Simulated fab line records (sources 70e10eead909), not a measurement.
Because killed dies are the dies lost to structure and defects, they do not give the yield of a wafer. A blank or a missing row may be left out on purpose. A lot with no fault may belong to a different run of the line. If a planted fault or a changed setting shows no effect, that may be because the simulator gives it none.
fab line records    flow nand_harc    part 2 of 2: steps 23 to 33 of 33
[record] lots = 5  wafers = 15  last_day = 32
route steps=1302 shown A_STAIRCASE@888 A_SGD_CUT@890
lots that met no fault: from a run of the same line without faults
start_h: hours from the record's opening day to when the first of the lot's shown wafers began    wait_h: how many hours have passed since the lot's step before this one    " same as the row above    L1.1+2: one row covering several wafers at once    - no value, or no start was given    * or withheld: withheld    < > ~ a bound
route shown NAME@n: names a module that has steps shown in the file, with the first one's number in the route    usual: mean/standard deviation taken from wafers without a fault    same: alike in all rows    chamber/n: place in a boat    sites: each site's reading    _std_site: standard deviation across them    _edge_site: inner sites' mean taken away from outer sites' mean    radius_mm: for every site, how far away it sits from the centre of the wafer    mask NAME#n: copy n    behind: the most recent tool/chamber to have shaped the wafer    hold: reason for holding the lot/hours on hold/outcome of the hold    device: which transistor (n, p or np) failed to switch    end of line: the tests these same wafers got at the end of their route    step lacking rows: just its recipe    killed: at the first sort, the dies lost to defects and structure; wafer yield is something else    map: a wafer's dies, marking killed ones x, the rest . and places with no die _
set.NAME: the setting as run; set.NAME@STEP: as run at that earlier step    model.NAME: the simulator's own value behind a step, which no gauge read
certain route steps with their lots: each step a table, each wafer a row
services: the hour from which a tool's chamber was out of use, counted from the record's first day as start_h (under 0 if before that day), plus the number of hours and why
[[steps]]
[step NHARC_A_SGD_CUT_STRIP_17]
[recipe] o2_flow_sccm = 500  ar_flow_sccm = 0  bias_w = 0  chemistry = O2
[usual] drypump_motor_current_A = 5.5/0.55  oes_product_au = 1.004/0.012  rf_vpp_V = 57.7/0.91  showerhead_plenum_p_Torr = 3.48/0.12  throttle_valve_pct = 17.036/0.009
lot.wafer  tool         chamber  start_h  wait_h  drypump_motor_current_A  oes_product_au  rf_hours_counter_h  rf_vpp_V  showerhead_plenum_p_Torr  throttle_valve_pct
L075.4     rie_diel-11  1        -        -       6.5                      0.987           0                   58.1      3.49                      17.028
L075.3     "            2        "        "       4.8                      1.004           0                   55.5      3.36                      17.032
L075.6     "            3        "        "       6.2                      0.999           -                   57.6      3.48                      17.041
L076.2     rie_diel-01  0        -        -       5.0                      0.990           4                   57.8      3.48                      17.042
L076.4     "            1        "        "       5.7                      0.995           3                   57.8      3.38                      17.045
L076.6     "            3        "        "       4.8                      1.011           -                   58.9      3.70                      17.025
L084.3     rie_diel-11  1        -        -       6.5                      0.984           7                   59.1      3.49                      17.042
L084.2     "            2        "        "       4.8                      1.005           8                   59.6      3.35                      17.040
L084.5     "            0        "        "       5.5                      1.008           -                   58.3      3.35                      17.038
L090.2     rie_diel-01  2        -        -       5.9                      0.996           1                   58.8      3.70                      17.029
L090.4     "            3        "        "       4.8                      1.000           1                   57.7      3.69                      17.041
L090.5     "            1        "        "       5.7                      1.008           -                   56.4      3.38                      17.039
L093.4     rie_diel-01  1        -        -       5.7                      1.016           3                   57.7      3.38                      17.056
L093.1     "            2        "        "       5.9                      1.003           3                   59.0      3.70                      17.052
L093.5     "            0        "        "       5.0                      1.006           -                   56.7      3.47                      17.051
[step NHARC_A_SGD_CUT_PRECLEAN_18]
[recipe] time_s = *  temp_c = 50  bath_age_min = 0  chemistry = SC1
lot.wafer   tool          chamber  start_h  wait_h
L075.4+3+6  wet_bench-06  7,0,2    443.63   -
L076.2+6+4  wet_bench-07  7,0,3    455.27   -
L084.5+3+2  wet_bench-06  1,3,6    531.72   -
L090.5+4+2  wet_bench-06  7,1,2    589.15   -
L093.4+1+5  wet_bench-07  7,3,4    627.52   -
[step NHARC_A_SGD_CUT_SRD_19]
lot.wafer   tool          chamber  start_h  wait_h
L075.4+3+6  wet_bench-06  7,0,2    -        -
L076.2+6+4  wet_bench-07  7,0,3    -        -
L084.5+3+2  wet_bench-06  1,3,6    -        -
L090.5+4+2  wet_bench-06  7,1,2    -        -
L093.4+1+5  wet_bench-07  7,3,4    -        -
[step NHARC_A_SGD_CUT_DEP_20]
[recipe] target_thk_a = 1500  temp_c = 65  material = SiO2
lot.wafer   tool     chamber  start_h  wait_h
L075.3+4+6  fcvd-02  1,0,0    443.82   -
L076.2+4+6  fcvd-01  0        455.42   -
L084.2+3+5  fcvd-02  0        531.91   -
L090.2+4+5  fcvd-01  0,1,1    589.29   -
L093.1+4+5  fcvd-01  1,1,0    627.67   -
[step NHARC_A_SGD_CUT_ANNEAL_27]
[recipe] temp_c = 450  time_s = 1800
lot.wafer   tool        chamber  start_h  wait_h
L075.3+4+6  furnace-05  0        447.10   3.3
L076.2+4+6  furnace-01  0        458.99   3.5
L084.2+3+5  furnace-05  0        536.60   4.6
L090.2+4+5  furnace-05  0        592.46   3.1
L093.1+4+5  furnace-02  0        633.11   5.4
[step NHARC_A_SGD_CUT_CMP_21]
[recipe] target_thk_nm = 148.19
[usual] motor_current_A = 11.4/1.1  time_to_endpoint_s = 49/3.2
lot.wafer  tool    chamber  start_h  wait_h  motor_current_A  time_to_endpoint_s
L075.4     cmp-04  2        448.60   0.4     11.6             49
L075.3     "       3        "        "       9.8              52
L075.6     "       1        "        "       12.8             46
L076.2     cmp-01  2        460.46   0.4     10.9             57
L076.4     "       3        "        "       11.5             49
L076.6     "       2        "        "       10.7             56
L084.2     cmp-01  2        538.06   0.4     11.0             50
L084.3     "       0        "        "       13.1             49
L084.5     "       2        "        "       9.8              50
L090.2     cmp-04  2        593.89   0.4     11.4             45
L090.4     "       1        "        "       13.0             46
L090.5     "       3        "        "       10.0             51
L093.4     cmp-04  2        634.54   0.4     11.9             47
L093.1     "       0        "        "       10.8             47
L093.5     "       2        "        "       12.2             51
[step NHARC_A_SGD_CUT_THK_MEAS_22]
[recipe] thk_meas_gauge = ellipsometry
[usual] thk_nm = 148.2/1.4
lot.wafer  tool           chamber  start_h  wait_h  thk_nm
L075.3     film_metro-01  -        448.80   0.2     149.8
L075.4     "              -        "        "       150.3
L075.6     "              -        "        "       149.1
L076.2     film_metro-02  -        460.69   0.2     148.6
L076.4     "              -        "        "       147.7
L076.6     "              -        "        "       148.1
L084.2     film_metro-01  -        538.32   0.2     151.2
L084.3     "              -        "        "       148.6
L084.5     "              -        "        "       148.7
L090.2     film_metro-02  -        594.15   0.2     147.9
L090.4     "              -        "        "       148.1
L090.5     "              -        "        "       148.8
L093.1     film_metro-02  -        634.80   0.2     146.0
L093.4     "              -        "        "       149.8
L093.5     "              -        "        "       148.4
[step NHARC_A_SGD_CUT_SRD_23]
lot.wafer   tool          chamber  start_h  wait_h
L075.3+4+6  wet_bench-09  4,5,6    448.85   0.0
L076.6+2+4  wet_bench-09  1,2,5    460.73   0.0
L084.3+2+5  wet_bench-06  3,4,5    538.37   0.0
L090.5+2+4  wet_bench-09  5,7,1    594.19   0.0
L093.5+1+4  wet_bench-07  3,4,5    634.84   0.0
[step NHARC_A_SGD_CUT_ETCH_26]
[recipe] target_depth_a = 458  chemistry = dHF  material = SiO2
lot.wafer   tool          chamber  start_h  wait_h
L075.3+4+6  wet_bench-09  4,5,6    448.88   0.0
L076.6+2+4  wet_bench-09  1,2,5    460.76   0.0
L084.3+2+5  wet_bench-06  3,4,5    538.39   0.0
L090.5+2+4  wet_bench-09  5,7,1    594.22   0.0
L093.5+1+4  wet_bench-07  3,4,5    634.86   0.0
[step NHARC_A_SGD_CUT_ETCHBACK_24]
[recipe] target_depth_a = 500  over_etch_frac = 0.3  time_s = 92.857  ion_energy_ev = 120  ch3f_flow_sccm = 50  o2_flow_sccm = 30  ar_flow_sccm = 200  rf_w = 500  bias_w = 100  chemistry = CH3F/O2
[usual] drypump_motor_current_A = 5.4/0.46  oes_product_au = 0.97/0.036  rf_vpp_V = 244.0/1.6  showerhead_plenum_p_Torr = 2.43/0.091  throttle_valve_pct = 20.663/0.0095
lot.wafer  tool         chamber  start_h  wait_h  drypump_motor_current_A  oes_product_au  rf_hours_counter_h  rf_vpp_V  showerhead_plenum_p_Torr  throttle_valve_pct
L075.3     rie_diel-01  2        449.03   0.1     5.9                      1.02            2.2                 245.5     2.59                      20.675
L075.4     "            0        "        "       4.9                      1.00            -                   244.0     2.42                      20.662
L075.6     "            1        "        "       5.7                      1.01            -                   242.2     2.35                      20.662
L076.4     rie_diel-01  2        460.91   0.1     5.9                      0.94            2.8                 245.9     2.59                      20.668
L076.2     "            0        "        "       5.0                      0.92            4.0                 243.5     2.42                      20.655
L076.6     "            3        "        "       4.8                      0.94            -                   246.8     2.58                      20.660
L084.2     rie_diel-11  0        538.54   0.1     5.5                      0.93            8.1                 242.6     2.33                      20.673
L084.3     "            3        "        "       6.2                      0.92            8.1                 243.9     2.42                      20.665
L084.5     "            0        "        "       5.5                      0.94            -                   244.3     2.33                      20.643
L090.2     rie_diel-01  1        594.39   0.2     5.7                      0.94            1.6                 242.0     2.35                      20.652
L090.4     "            2        "        "       5.9                      0.92            1.3                 245.9     2.58                      20.661
L090.5     "            1        "        "       5.7                      0.94            -                   243.8     2.35                      20.666
L093.1     rie_diel-03  3        635.02   0.1     5.3                      1.01            10.6                244.8     2.45                      20.666
L093.4     "            0        "        "       5.4                      1.03            11.6                241.9     2.33                      20.669
L093.5     "            3        "        "       5.3                      1.01            -                   243.8     2.45                      20.678
[step NHARC_A_SGD_CUT_STRIP_28]
[recipe] time_s = 20  o2_flow_sccm = 500  ar_flow_sccm = 0  bias_w = 0  chemistry = O2
[usual] drypump_motor_current_A = 5.4/0.46  oes_product_au = 1.004/0.011  rf_vpp_V = 57.7/0.88  showerhead_plenum_p_Torr = 3.49/0.12  throttle_valve_pct = 17.037/0.0092
lot.wafer  tool         chamber  start_h  wait_h  drypump_motor_current_A  oes_product_au  rf_hours_counter_h  rf_vpp_V  showerhead_plenum_p_Torr  throttle_valve_pct
L075.3     rie_diel-01  2        449.21   0.2     5.9                      1.021           2.3                 58.0      3.70                      17.034
L075.4     "            3        "        "       4.8                      1.028           2.9                 57.5      3.70                      17.037
L075.6     "            1        "        "       5.7                      1.011           -                   58.5      3.38                      17.039
L076.4     rie_diel-01  0        -        -       5.0                      1.009           4.0                 59.4      3.48                      17.038
L076.2     "            1        "        "       5.8                      0.999           3.6                 58.5      3.38                      17.061
L076.6     "            0        "        "       5.0                      1.003           -                   57.3      3.48                      17.035
L084.3     rie_diel-11  3        -        -       6.2                      0.987           8.1                 56.3      3.48                      17.046
L084.2     "            1        "        "       6.5                      0.988           8.5                 56.1      3.49                      17.027
L084.5     "            2        "        "       4.8                      1.001           -                   57.6      3.35                      17.043
L090.4     rie_diel-01  0        -        -       4.9                      1.013           1.6                 57.4      3.48                      17.050
L090.2     "            1        "        "       5.7                      1.015           1.6                 57.7      3.38                      17.032
L090.5     "            1        "        "       5.7                      1.018           -                   57.4      3.38                      17.043
L093.4     rie_diel-03  3        -        -       5.3                      1.009           10.7                58.6      3.51                      17.067
L093.1     "            2        "        "       5.0                      0.972           11.1                56.0      3.40                      17.056
L093.5     "            0        "        "       5.4                      1.015           -                   56.5      3.35                      17.035
[[services]]
tool             chamber  start_h  hours  kind
cmp-04           -        422.21   1.1    repair
arfi_scanner-01  -        424.00   4.0    pm
rie_diel-01      2        425.74   9.2    repair
rie_diel-11      -        432.51   9.0    pm
rie_diel-01      -        443.40   1.0    repair
rie_diel-01      3        445.28   3.9    repair
cmp-04           -        450.42   0.9    repair
cmp-04           -        454.88   0.7    repair
cmp-04           -        460.72   1.0    repair
rie_diel-11      -        467.52   0.9    repair
rie_diel-01      1        469.50   4.5    repair
wet_bench-09     -        477.27   3.0    repair
rie_diel-11      -        481.56   0.9    repair
rie_diel-01      -        494.67   1.1    repair
litho_track-01   -        505.00   7.0    pm
cmp-04           -        506.97   4.0    pm
rie_diel-01      3        522.29   6.8    repair
wet_bench-09     -        528.83   8.0    pm
litho_track-06   -        529.00   7.0    pm
wet_bench-06     -        545.63   8.0    pm
litho_track-04   -        553.00   7.0    pm
rie_diel-01      -        557.80   9.0    pm
wet_bench-07     -        563.08   8.0    pm
rie_diel-11      -        609.51   9.0    pm
